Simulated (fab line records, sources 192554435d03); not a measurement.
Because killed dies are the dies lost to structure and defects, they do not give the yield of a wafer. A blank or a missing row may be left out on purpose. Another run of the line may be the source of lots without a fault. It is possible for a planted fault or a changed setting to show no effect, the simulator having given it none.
Chamber matching -- flow n5_finfet -- N5_BEOL_M4_STRIP_36 on rie_diel-03 has 4 sister chambers
The step strips in N2/H2. 4 wafers are shown with their chamber, then 7 later ones without.

== WAFERS WITH THEIR CHAMBER ==
wafer,chamber,drypump_motor_current_A (A)
L082.3,1,6.0
L088.5,3,6.2
L090.1,2,5.8
L090.2,0,5.5

== WAFERS WHOSE CHAMBER IS MISSING ==
wafer,drypump_motor_current_A (A)
L090.3,6.1
L096.1,6.0
L096.2,5.8
L096.6,6.2
L097.1,5.5
L097.2,6.2
L097.4,5.8

== WHICH CHAMBER EACH ONE RAN IN ==
wafer,from the rows above,in truth
L090.3,can't be placed: 1 or 3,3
L096.1,1,1
L096.2,2,2
L096.6,3,3
L097.1,0,0
L097.2,3,3
L097.4,2,2
Correctly placed: 6 of 7. From these rows, 1 cannot be placed; in 1 the true chamber is one of the candidates. Wrongly placed: 0.
How it was worked out, from the rows above alone: a wafer's distance from a chamber is the root of the sum, over the readings, of the square of ((its reading less the chamber's mean) divided by the reading's scatter). The wafer belongs to the nearest chamber; if the next one is less than 2 further off, it can't be placed. For every chamber, the mean is computed from those of its wafers that are shown. The scatter: root of mean squared gap, hidden wafer to nearest shown wafer, with one shown wafer a chamber.
